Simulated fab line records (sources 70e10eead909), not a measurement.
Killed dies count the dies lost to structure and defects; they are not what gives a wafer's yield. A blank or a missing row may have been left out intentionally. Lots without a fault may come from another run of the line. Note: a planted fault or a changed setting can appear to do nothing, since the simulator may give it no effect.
Which tool was responsible? + flow nand harc + Sampling: 23 lots, 69 wafers, 6 of 1159 route steps

== WHAT EACH GAUGE READ, for each wafer ==
The record lacks any reading of a measuring or inspecting step that a usual standard deviation could be used to judge.

== WHAT TOOL EACH LOT RAN ON (gives the tool, then ch and the chambers of the sampled wafers, and finally the start) ==
| lot  | NHARC_A_STAIRCASE_ETCH_13                     | NHARC_A_STAIRCASE_TRIM_18                     | NHARC_A_STAIRCASE_ETCH_188                    | NHARC_A_STAIRCASE_TRIM_196         | NHARC_A_STAIRCASE_TRIM_198                    | NHARC_A_STAIRCASE_STRIP_205          |
|------|-----------------------------------------------|-----------------------------------------------|-----------------------------------------------|------------------------------------|-----------------------------------------------|--------------------------------------|
| L075 | rie diel-04 ch 0,2,3, day 11 10:19 or earlier | rie diel-04 ch 1,2,3, day 11 10:19 or earlier | rie diel-04 ch 0,2,3, day 11 10:19 or earlier | rie diel-06 ch 0,1,2, day 11 10:19 | rie diel-06 ch 0,1,2, day 11 11:23 or earlier | plasma asher-02 ch 0,1, day 11 11:23 |
| L076 | rie diel-05 ch 1,2,3, day 11 08:54 or earlier | rie diel-05 ch 0,1,2, day 11 08:54 or earlier | rie diel-04 ch 0,1,3, day 11 08:54 or earlier | rie diel-04 ch 0,1,2, day 11 08:54 | rie diel-04 ch 1,2,3, day 11 10:19 or earlier | plasma asher-01 ch 0,1, day 11 10:19 |
| L074 | rie diel-04 ch 1,2,3, day 11 13:04 or earlier | rie diel-04 ch 0,1, day 11 13:04 or earlier   | rie diel-06 ch 0,2,3, day 11 13:04 or earlier | rie diel-05 ch 0,1, day 11 13:04   | rie diel-05 ch 1,2, day 11 14:40 or earlier   | plasma asher-01 ch 0,1, day 11 14:40 |
| L078 | rie diel-06 ch 0,1,2, day 11 19:24 or earlier | rie diel-06 ch 1,2,3, day 11 19:24 or earlier | rie diel-06 ch 0,1,2, day 11 19:24 or earlier | rie diel-06 ch 0,3, day 11 19:24   | rie diel-06 ch 1,2,3, day 11 21:06 or earlier | plasma asher-02 ch 0,1, day 11 21:06 |
| L077 | rie diel-04 ch 0,1,3, day 11 19:41 or earlier | rie diel-04 ch 0,1, day 11 19:41 or earlier   | rie diel-04 ch 0,1,3, day 11 19:41 or earlier | rie diel-05 ch 0,1,3, day 11 19:41 | rie diel-05 ch 0,3, day 11 20:45 or earlier   | plasma asher-01 ch 0, day 11 20:45   |
| L079 | rie diel-06 ch 0,1,2, day 11 19:58 or earlier | rie diel-06 ch 0,1,3, day 11 19:58 or earlier | rie diel-04 ch 0,2, day 11 19:58 or earlier   | rie diel-04 ch 0,3, day 11 19:58   | rie diel-04 ch 1,2,3, day 11 21:16 or earlier | plasma asher-01 ch 0,1, day 11 21:16 |
| L080 | rie diel-04 ch 0,1, day 12 11:30 or earlier   | rie diel-04 ch 0,2, day 12 11:30 or earlier   | rie diel-06 ch 0,2,3, day 12 11:30 or earlier | rie diel-04 ch 1,3, day 12 11:30   | rie diel-04 ch 0,1, day 12 12:34 or earlier   | plasma asher-02 ch 0,1, day 12 12:34 |
| L082 | rie diel-05 ch 0,2,3, day 12 11:40 or earlier | rie diel-05 ch 1,2,3, day 12 11:40 or earlier | rie diel-05 ch 1,3, day 12 11:40 or earlier   | rie diel-05 ch 0,1, day 12 11:40   | rie diel-05 ch 0,1, day 12 13:12 or earlier   | plasma asher-02 ch 0,1, day 12 13:12 |
| L081 | rie diel-06 ch 1,2,3, day 12 17:49 or earlier | rie diel-06 ch 2,3, day 12 17:49 or earlier   | rie diel-04 ch 1,3, day 12 17:49 or earlier   | rie diel-05 ch 1,2,3, day 12 17:49 | rie diel-05 ch 1,2, day 12 19:21 or earlier   | plasma asher-02 ch 0,1, day 12 19:21 |
| L083 | rie diel-05 ch 0,1,2, day 13 07:02 or earlier | rie diel-05 ch 0,1, day 13 07:02 or earlier   | rie diel-06 ch 1,2,3, day 13 07:02 or earlier | rie diel-06 ch 2,3, day 13 07:02   | rie diel-06 ch 0,3, day 13 08:16 or earlier   | plasma asher-02 ch 0,1, day 13 08:16 |
| L087 | rie diel-06 ch 0,2,3, day 14 08:56 or earlier | rie diel-06 ch 0,1,2, day 14 08:56 or earlier | rie diel-04 ch 1,2,3, day 14 08:56 or earlier | rie diel-06 ch 0,1,3, day 14 08:56 | rie diel-06 ch 0,1,2, day 14 10:20 or earlier | plasma asher-01 ch 0,1, day 14 10:20 |
| L085 | rie diel-04 ch 0,1,3, day 14 08:37 or earlier | rie diel-04 ch 0,2,3, day 14 08:37 or earlier | rie diel-04 ch 0,1,3, day 14 08:37 or earlier | rie diel-04 ch 1,3, day 14 08:37   | rie diel-04 ch 0,1,2, day 14 09:50 or earlier | plasma asher-01 ch 0,1, day 14 09:50 |
| L088 | rie diel-04 ch 1,2,3, day 14 12:57 or earlier | rie diel-04 ch 0,3, day 14 12:57 or earlier   | rie diel-04 ch 0,2, day 14 12:57 or earlier   | rie diel-04 ch 0,2,3, day 14 12:57 | rie diel-04 ch 1,2, day 14 14:26 or earlier   | plasma asher-02 ch 0,1, day 14 14:26 |
| L086 | rie diel-05 ch 0,3, day 14 13:35 or earlier   | rie diel-05 ch 0,3, day 14 13:35 or earlier   | rie diel-06 ch 0,3, day 14 13:35 or earlier   | rie diel-04 ch 0,1,2, day 14 13:35 | rie diel-04 ch 1,2,3, day 14 13:59            | plasma asher-02 ch 0,1, day 14 15:23 |
| L089 | rie diel-06 ch 0,1, day 14 22:02 or earlier   | rie diel-06 ch 0,3, day 14 22:02 or earlier   | rie diel-05 ch 0,1,2, day 14 22:02 or earlier | rie diel-06 ch 1,2,3, day 14 22:02 | rie diel-06 ch 1,2,3, day 14 23:11 or earlier | plasma asher-02 ch 0,1, day 14 23:11 |
| L091 | rie diel-06 ch 0,1,2, day 15 02:59 or earlier | rie diel-06 ch 0,1,3, day 15 02:59 or earlier | rie diel-04 ch 0,1,3, day 15 02:59 or earlier | rie diel-04 ch 0,1,3, day 15 02:59 | rie diel-04 ch 0,2,3, day 15 04:04 or earlier | plasma asher-01 ch 0,1, day 15 04:04 |
| L090 | rie diel-05 ch 0,1,3, day 15 03:16 or earlier | rie diel-05 ch 2,3, day 15 03:16 or earlier   | rie diel-05 ch 0,1, day 15 03:16 or earlier   | rie diel-05 ch 1,3, day 15 03:16   | rie diel-05 ch 1,2,3, day 15 04:30 or earlier | plasma asher-01 ch 0,1, day 15 04:30 |
| L094 | rie diel-06 ch 0,1,2, day 15 08:47 or earlier | rie diel-06 ch 1,2,3, day 15 08:47 or earlier | rie diel-04 ch 0,1,2, day 15 08:47 or earlier | rie diel-04 ch 0,1,3, day 15 08:47 | rie diel-04 ch 1,2, day 15 11:41 or earlier   | plasma asher-01 ch 0,1, day 15 11:41 |
| L093 | rie diel-04 ch 0,1, day 15 09:21 or earlier   | rie diel-04 ch 0,1,2, day 15 09:21 or earlier | rie diel-06 ch 1,2,3, day 15 09:21 or earlier | rie diel-04 ch 0,1,2, day 15 09:21 | rie diel-04 ch 2,3, day 15 11:57 or earlier   | plasma asher-01 ch 0,1, day 15 11:57 |
| L092 | rie diel-06 ch 0,2,3, day 15 13:59 or earlier | rie diel-06 ch 0,1,3, day 15 13:59 or earlier | rie diel-04 ch 0,1,2, day 15 13:59 or earlier | rie diel-06 ch 0,1,3, day 15 13:59 | rie diel-06 ch 0,1,3, day 15 15:35 or earlier | plasma asher-01 ch 0,1, day 15 15:35 |
| L095 | rie diel-06 ch 0,1,3, day 16 03:42 or earlier | rie diel-06 ch 0,1,2, day 16 03:42 or earlier | rie diel-04 ch 1,2,3, day 16 03:42 or earlier | rie diel-04 ch 0,1, day 16 03:42   | rie diel-04 ch 0,1, day 16 06:17 or earlier   | plasma asher-01 ch 0,1, day 16 06:17 |
| L096 | rie diel-04 ch 1,2, day 16 19:25 or earlier   | rie diel-04 ch 0,1, day 16 19:25 or earlier   | rie diel-05 ch 2,3, day 16 19:25 or earlier   | rie diel-04 ch 0,1, day 16 19:25   | rie diel-04 ch 0,3, day 16 20:44 or earlier   | plasma asher-01 ch 0,1, day 16 20:44 |
| L097 | rie diel-04 ch 0,2, day 16 23:44 or earlier   | rie diel-04 ch 0,1,2, day 16 23:44 or earlier | rie diel-04 ch 1,2, day 16 23:44 or earlier   | rie diel-06 ch 0,2,3, day 16 23:44 | rie diel-06 ch 0,2, day 17 00:54 or earlier   | plasma asher-02 ch 0,1, day 17 00:54 |
- NHARC_A_STAIRCASE_ETCH_13: etches the open film in C4F8/O2, target depth 100 nm, time 40.5 s.
- NHARC_A_STAIRCASE_TRIM_18: chemistry O2, time 211.2 s.
- NHARC_A_STAIRCASE_ETCH_188: etches the open film in C4F8/O2, target depth 100 nm, time 40.5 s.
- NHARC_A_STAIRCASE_TRIM_196: chemistry O2, time 211.2 s.
- NHARC_A_STAIRCASE_TRIM_198: chemistry O2, time 211.2 s.
- NHARC_A_STAIRCASE_STRIP_205: strips in O2.

== WHAT THE TOOLS THEMSELVES READ (means of the sampled wafers that have a number; where no wafer has one, the mark that the record gives instead) ==
NHARC_A_STAIRCASE_ETCH_13. Usual: oes product au 0.938 a.u., standard deviation 0.016; rf vpp V 895 V, standard deviation 5.6.
| lot  | tool        | oes product au (a.u.) | rf vpp V (V) | flag |
|------|-------------|-----------------------|--------------|------|
| L075 | rie diel-04 | 0.942                 | 894          |      |
| L076 | rie diel-05 | 0.948                 | 901          |      |
| L074 | rie diel-04 | 0.923                 | 897          |      |
| L078 | rie diel-06 | 0.950                 | 892          |      |
| L077 | rie diel-04 | 0.911                 | 897          |      |
| L079 | rie diel-06 | 0.944                 | 892          |      |
| L080 | rie diel-04 | 0.923                 | 901          |      |
| L082 | rie diel-05 | 0.936                 | 899          |      |
| L081 | rie diel-06 | 0.945                 | 897          |      |
| L083 | rie diel-05 | 0.938                 | 896          |      |
| L087 | rie diel-06 | 0.930                 | 892          |      |
| L085 | rie diel-04 | 0.956                 | 895          |      |
| L088 | rie diel-04 | 0.947                 | 896          |      |
| L086 | rie diel-05 | 0.917                 | 895          |      |
| L089 | rie diel-06 | 0.941                 | 890          |      |
| L091 | rie diel-06 | 0.923                 | 891          |      |
| L090 | rie diel-05 | 0.929                 | 896          |      |
| L094 | rie diel-06 | 0.928                 | 890          |      |
| L093 | rie diel-04 | 0.967                 | 896          |      |
| L092 | rie diel-06 | 0.922                 | 894          |      |
| L095 | rie diel-06 | 0.943                 | 895          |      |
| L096 | rie diel-04 | 0.927                 | 897          |      |
| L097 | rie diel-04 | 0.953                 | 892          |      |

NHARC_A_STAIRCASE_TRIM_18. Usual: drypump motor current A 5.72 A, standard deviation 0.28; oes product au 0.996 a.u., standard deviation 0.013; rf vpp V 57.7 V, standard deviation 0.86; showerhead plenum p Torr 3.51 Torr, standard deviation 0.16; throttle valve pct 17.037 %, standard deviation 0.0097.
| lot  | tool        | drypump motor current A (A) | oes product au (a.u.) | rf vpp V (V) | showerhead plenum p Torr (Torr) | throttle valve pct (%) | flag |
|------|-------------|-----------------------------|-----------------------|--------------|---------------------------------|------------------------|------|
| L075 | rie diel-04 | 5.53                        | 0.998                 | 57.8         | 3.55                            | 17.037                 |      |
| L076 | rie diel-05 | 5.61                        | 1.009                 | 57.9         | 3.53                            | 17.041                 |      |
| L074 | rie diel-04 | 5.87                        | 0.997                 | 58.8         | 3.67                            | 17.042                 |      |
| L078 | rie diel-06 | 5.98                        | 0.989                 | 58.1         | 3.55                            | 17.025                 |      |
| L077 | rie diel-04 | 5.93                        | 0.984                 | 57.4         | 3.55                            | 17.039                 |      |
| L079 | rie diel-06 | 5.74                        | 0.988                 | 57.8         | 3.51                            | 17.031                 |      |
| L080 | rie diel-04 | 5.86                        | 0.990                 | 57.0         | 3.44                            | 17.035                 |      |
| L082 | rie diel-05 | 5.54                        | 1.009                 | 57.6         | 3.66                            | 17.029                 |      |
| L081 | rie diel-06 | 5.87                        | 0.986                 | 57.6         | 3.59                            | 17.042                 |      |
| L083 | rie diel-05 | 5.56                        | 0.995                 | 57.6         | 3.40                            | 17.038                 |      |
| L087 | rie diel-06 | 5.87                        | 0.993                 | 57.6         | 3.40                            | 17.034                 |      |
| L085 | rie diel-04 | 5.60                        | 1.002                 | 57.5         | 3.42                            | 17.037                 |      |
| L088 | rie diel-04 | 5.75                        | 0.992                 | 57.1         | 3.41                            | 17.034                 |      |
| L086 | rie diel-05 | 5.49                        | 0.996                 | 57.9         | 3.64                            | 17.034                 |      |
| L089 | rie diel-06 | 5.53                        | 0.998                 | 57.1         | 3.42                            | 17.034                 |      |
| L091 | rie diel-06 | 5.77                        | 0.992                 | 58.3         | 3.50                            | 17.033                 |      |
| L090 | rie diel-05 | 5.52                        | 1.016                 | 58.4         | 3.75                            | 17.045                 |      |
| L094 | rie diel-06 | 5.99                        | 0.986                 | 58.2         | 3.53                            | 17.040                 |      |
| L093 | rie diel-04 | 5.77                        | 1.001                 | 57.0         | 3.55                            | 17.049                 |      |
| L092 | rie diel-06 | 5.77                        | 0.997                 | 58.1         | 3.49                            | 17.037                 |      |
| L095 | rie diel-06 | 5.87                        | 0.997                 | 57.5         | 3.39                            | 17.039                 |      |
| L096 | rie diel-04 | 5.94                        | 1.010                 | 57.3         | 3.53                            | 17.038                 |      |
| L097 | rie diel-04 | 5.78                        | 0.995                 | 57.2         | 3.54                            | 17.045                 |      |

NHARC_A_STAIRCASE_ETCH_188. Usual: oes product au 0.937 a.u., standard deviation 0.015; rf vpp V 895 V, standard deviation 5.7.
| lot  | tool        | oes product au (a.u.) | rf vpp V (V) | flag |
|------|-------------|-----------------------|--------------|------|
| L075 | rie diel-04 | 0.926                 | 893          |      |
| L076 | rie diel-04 | 0.919                 | 896          |      |
| L074 | rie diel-06 | 0.958                 | 893          |      |
| L078 | rie diel-06 | 0.934                 | 892          |      |
| L077 | rie diel-04 | 0.944                 | 897          |      |
| L079 | rie diel-04 | 0.926                 | 893          |      |
| L080 | rie diel-06 | 0.951                 | 894          |      |
| L082 | rie diel-05 | 0.958                 | 898          |      |
| L081 | rie diel-04 | 0.930                 | 901          |      |
| L083 | rie diel-06 | 0.940                 | 896          |      |
| L087 | rie diel-04 | 0.935                 | 896          |      |
| L085 | rie diel-04 | 0.937                 | 895          |      |
| L088 | rie diel-04 | 0.928                 | 892          |      |
| L086 | rie diel-06 | 0.926                 | 892          |      |
| L089 | rie diel-05 | 0.923                 | 895          |      |
| L091 | rie diel-04 | 0.956                 | 896          |      |
| L090 | rie diel-05 | 0.920                 | 891          |      |
| L094 | rie diel-04 | 0.942                 | 897          |      |
| L093 | rie diel-06 | 0.945                 | 896          |      |
| L092 | rie diel-04 | 0.953                 | 897          |      |
| L095 | rie diel-04 | 0.957                 | 895          |      |
| L096 | rie diel-05 | 0.937                 | 903          |      |
| L097 | rie diel-04 | 0.928                 | 897          |      |

NHARC_A_STAIRCASE_TRIM_196. Usual: drypump motor current A 5.70 A, standard deviation 0.27; oes product au 0.997 a.u., standard deviation 0.012; rf vpp V 57.7 V, standard deviation 0.83; showerhead plenum p Torr 3.52 Torr, standard deviation 0.16; throttle valve pct 17.038 %, standard deviation 0.0087.
| lot  | tool        | drypump motor current A (A) | oes product au (a.u.) | rf vpp V (V) | showerhead plenum p Torr (Torr) | throttle valve pct (%) | flag |
|------|-------------|-----------------------------|-----------------------|--------------|---------------------------------|------------------------|------|
| L075 | rie diel-06 | 5.86                        | 0.989                 | 57.7         | 3.41                            | 17.043                 |      |
| L076 | rie diel-04 | 5.78                        | 0.992                 | 57.7         | 3.57                            | 17.031                 |      |
| L074 | rie diel-05 | 5.50                        | 1.002                 | 57.2         | 3.45                            | 17.047                 |      |
| L078 | rie diel-06 | 5.64                        | 0.980                 | 57.5         | 3.57                            | 17.029                 |      |
| L077 | rie diel-05 | 5.48                        | 0.994                 | 58.0         | 3.55                            | 17.037                 |      |
| L079 | rie diel-04 | 5.76                        | 0.994                 | 56.6         | 3.42                            | 17.040                 |      |
| L080 | rie diel-04 | 5.60                        | 0.997                 | 57.7         | 3.65                            | 17.038                 |      |
| L082 | rie diel-05 | 5.50                        | 0.996                 | 56.7         | 3.45                            | 17.044                 |      |
| L081 | rie diel-05 | 5.52                        | 1.007                 | 58.6         | 3.66                            | 17.043                 |      |
| L083 | rie diel-06 | 5.85                        | 0.986                 | 57.7         | 3.59                            | 17.031                 |      |
| L087 | rie diel-06 | 5.77                        | 0.991                 | 57.8         | 3.50                            | 17.042                 |      |
| L085 | rie diel-04 | 5.42                        | 1.007                 | 57.8         | 3.51                            | 17.036                 |      |
| L088 | rie diel-04 | 5.60                        | 1.000                 | 56.7         | 3.42                            | 17.037                 |      |
| L086 | rie diel-04 | 5.77                        | 1.000                 | 57.9         | 3.55                            | 17.038                 |      |
| L089 | rie diel-06 | 5.97                        | 0.985                 | 57.6         | 3.53                            | 17.038                 |      |
| L091 | rie diel-04 | 5.69                        | 1.017                 | 58.3         | 3.52                            | 17.030                 |      |
| L090 | rie diel-05 | 5.42                        | 1.002                 | 57.5         | 3.57                            | 17.031                 |      |
| L094 | rie diel-04 | 5.67                        | 1.009                 | 57.5         | 3.52                            | 17.036                 |      |
| L093 | rie diel-04 | 5.78                        | 1.002                 | 57.9         | 3.55                            | 17.041                 |      |
| L092 | rie diel-06 | 5.74                        | 0.991                 | 57.7         | 3.49                            | 17.046                 |      |
| L095 | rie diel-04 | 5.94                        | 1.009                 | 57.4         | 3.53                            | 17.035                 |      |
| L096 | rie diel-04 | 5.87                        | 1.009                 | 58.3         | 3.65                            | 17.048                 |      |
| L097 | rie diel-06 | 5.73                        | 0.986                 | 57.7         | 3.44                            | 17.032                 |      |

NHARC_A_STAIRCASE_TRIM_198. Usual: drypump motor current A 5.67 A, standard deviation 0.27; oes product au 0.996 a.u., standard deviation 0.012; rf vpp V 57.8 V, standard deviation 0.88; showerhead plenum p Torr 3.52 Torr, standard deviation 0.16; throttle valve pct 17.036 %, standard deviation 0.009.
| lot  | tool        | drypump motor current A (A) | oes product au (a.u.) | rf vpp V (V) | showerhead plenum p Torr (Torr) | throttle valve pct (%) | flag |
|------|-------------|-----------------------------|-----------------------|--------------|---------------------------------|------------------------|------|
| L075 | rie diel-06 | 5.85                        | 1.002                 | 57.5         | 3.41                            | 17.037                 |      |
| L076 | rie diel-04 | 5.52                        | 0.993                 | 58.3         | 3.55                            | 17.033                 |      |
| L074 | rie diel-05 | 5.53                        | 1.011                 | 58.5         | 3.57                            | 17.037                 |      |
| L078 | rie diel-06 | 5.98                        | 0.986                 | 58.1         | 3.55                            | 17.042                 |      |
| L077 | rie diel-05 | 5.45                        | 0.991                 | 58.0         | 3.65                            | 17.035                 |      |
| L079 | rie diel-04 | 5.52                        | 0.995                 | 57.3         | 3.55                            | 17.037                 |      |
| L080 | rie diel-04 | 5.94                        | 0.988                 | 57.9         | 3.55                            | 17.029                 |      |
| L082 | rie diel-05 | 5.57                        | 0.993                 | 57.9         | 3.40                            | 17.034                 |      |
| L081 | rie diel-05 | 5.63                        | 1.006                 | 57.8         | 3.63                            | 17.027                 |      |
| L083 | rie diel-06 | 5.54                        | 0.992                 | 57.9         | 3.43                            | 17.044                 |      |
| L087 | rie diel-06 | 5.85                        | 0.989                 | 58.2         | 3.40                            | 17.040                 |      |
| L085 | rie diel-04 | 5.77                        | 1.007                 | 57.7         | 3.55                            | 17.035                 |      |
| L088 | rie diel-04 | 5.71                        | 1.000                 | 58.2         | 3.67                            | 17.032                 |      |
| L086 | rie diel-04 | 5.53                        | 1.003                 | 57.8         | 3.54                            | 17.032                 |      |
| L089 | rie diel-06 | 5.97                        | 0.986                 | 58.1         | 3.53                            | 17.044                 |      |
| L091 | rie diel-04 | 5.59                        | 0.996                 | 56.8         | 3.42                            | 17.036                 |      |
| L090 | rie diel-05 | 5.53                        | 1.007                 | 57.7         | 3.65                            | 17.031                 |      |
| L094 | rie diel-04 | 5.61                        | 0.994                 | 57.6         | 3.56                            | 17.037                 |      |
| L093 | rie diel-04 | 5.44                        | 0.990                 | 58.4         | 3.43                            | 17.044                 |      |
| L092 | rie diel-06 | 5.78                        | 0.991                 | 57.4         | 3.49                            | 17.030                 |      |
| L095 | rie diel-04 | 5.94                        | 1.015                 | 58.4         | 3.53                            | 17.035                 |      |
| L096 | rie diel-04 | 5.50                        | 1.000                 | 57.3         | 3.39                            | 17.035                 |      |
| L097 | rie diel-06 | 5.84                        | 0.994                 | 57.7         | 3.35                            | 17.037                 |      |

NHARC_A_STAIRCASE_STRIP_205. Usual: drypump motor current A 6.0 A, standard deviation 0.39; heater power w 321 W, standard deviation 23; temp c 249.95 C, standard deviation 0.18.
| lot  | tool            | drypump motor current A (A) | heater power w (W) | temp c (C) | flag |
|------|-----------------|-----------------------------|--------------------|------------|------|
| L075 | plasma asher-02 | 5.6                         | 336                | 249.90     |      |
| L076 | plasma asher-01 | 6.1                         | 323                | 249.93     |      |
| L074 | plasma asher-01 | 6.3                         | 309                | 249.89     |      |
| L078 | plasma asher-02 | 5.6                         | 333                | 249.85     |      |
| L077 | plasma asher-01 | 6.4                         | 291                | 250.10     |      |
| L079 | plasma asher-01 | 6.3                         | 305                | 250.27     |      |
| L080 | plasma asher-02 | 5.8                         | 323                | 250.02     |      |
| L082 | plasma asher-02 | 5.8                         | 320                | 249.77     |      |
| L081 | plasma asher-02 | 5.8                         | 317                | 250.11     |      |
| L083 | plasma asher-02 | 5.6                         | 336                | 250.08     |      |
| L087 | plasma asher-01 | 6.0                         | 326                | 250.17     |      |
| L085 | plasma asher-01 | 6.0                         | 323                | 249.96     |      |
| L088 | plasma asher-02 | 5.6                         | 339                | 250.04     |      |
| L086 | plasma asher-02 | 5.9                         | 321                | 249.95     |      |
| L089 | plasma asher-02 | 5.6                         | 343                | 249.89     |      |
| L091 | plasma asher-01 | 6.1                         | 318                | 250.02     |      |
| L090 | plasma asher-01 | 6.3                         | 310                | 249.99     |      |
| L094 | plasma asher-01 | 6.1                         | 323                | 249.92     |      |
| L093 | plasma asher-01 | 6.2                         | 309                | 249.78     |      |
| L092 | plasma asher-01 | 6.3                         | 307                | 249.85     |      |
| L095 | plasma asher-01 | 6.1                         | 323                | 249.83     |      |
| L096 | plasma asher-01 | 6.3                         | 310                | 249.92     |      |
| L097 | plasma asher-02 | 5.8                         | 320                | 249.78     |      |

== THE ANSWER, worked out from the rows above alone ==
Rule: take the mean of a lot's wafers that have a number; if it is more than 3 standard deviations from the usual mean, the lot is off. A lot without any number at a reading at which 4 lots or more have one is off too. Where the step has rows for the other lots, those lots are counted as sound. Order of review: gauges by route order, followed by the tools' own readings, for which a lot's mean as printed above is used. The first step at which some lot is off is used, and at that step the reading that is off furthest; a lot without a number counts as furthest.
None of the lots is off at any reading shown; this tells nothing.

== WHAT THE SIMULATOR PUT IN ==
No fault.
